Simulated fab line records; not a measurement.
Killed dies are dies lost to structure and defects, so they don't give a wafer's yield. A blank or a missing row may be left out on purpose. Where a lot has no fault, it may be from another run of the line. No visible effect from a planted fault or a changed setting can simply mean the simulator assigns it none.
Matching of chambers ; flow nandHarc ; NHARC_A_CONTACT_DEP_85 on pecvd-01: 3 sister chambers
The step deposits SiON, target thk 60 nm. 6 wafers are shown with their chamber, then 8 later ones without.

== WAFERS WITH THEIR CHAMBER ==
wafer;chamber;heaterPowerW (W)
L083.2;0;816
L083.6;2;630
L082.2;1;743
L082.4;1;747
L082.5;2;622
L091.2;0;820

== WAFERS WITHOUT THEIR CHAMBER ==
wafer;heaterPowerW (W)
L091.4;838
L091.6;707
L093.1;852
L093.2;800
L093.4;813
L095.3;798
L095.5;807
L095.6;882

== WHICH CHAMBER EACH WENT THROUGH ==
wafer;from the rows above;in truth
L091.4;0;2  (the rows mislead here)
L091.6;1;1
L093.1;0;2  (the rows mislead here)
L093.2;0;0
L093.4;0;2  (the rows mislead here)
L095.3;0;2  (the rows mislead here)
L095.5;0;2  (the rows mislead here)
L095.6;0;0
Placed correctly: 3 of 8. Not placeable from these rows: 0. Number placed wrongly: 5.
How it was worked out, from the rows above alone: a wafer's distance from a chamber is the root of the sum, over the readings, of the square of ((its reading less the chamber's mean) divided by the reading's scatter). The wafer belongs to the nearest chamber; if the next one is less than 2 further off, it can't be placed. For every chamber, the mean is computed from those of its wafers that are shown. How the scatter is found: for the shown wafers, subtract from each reading the mean of its chamber, square and add these, divide the total by (wafers less chambers), then take the root.
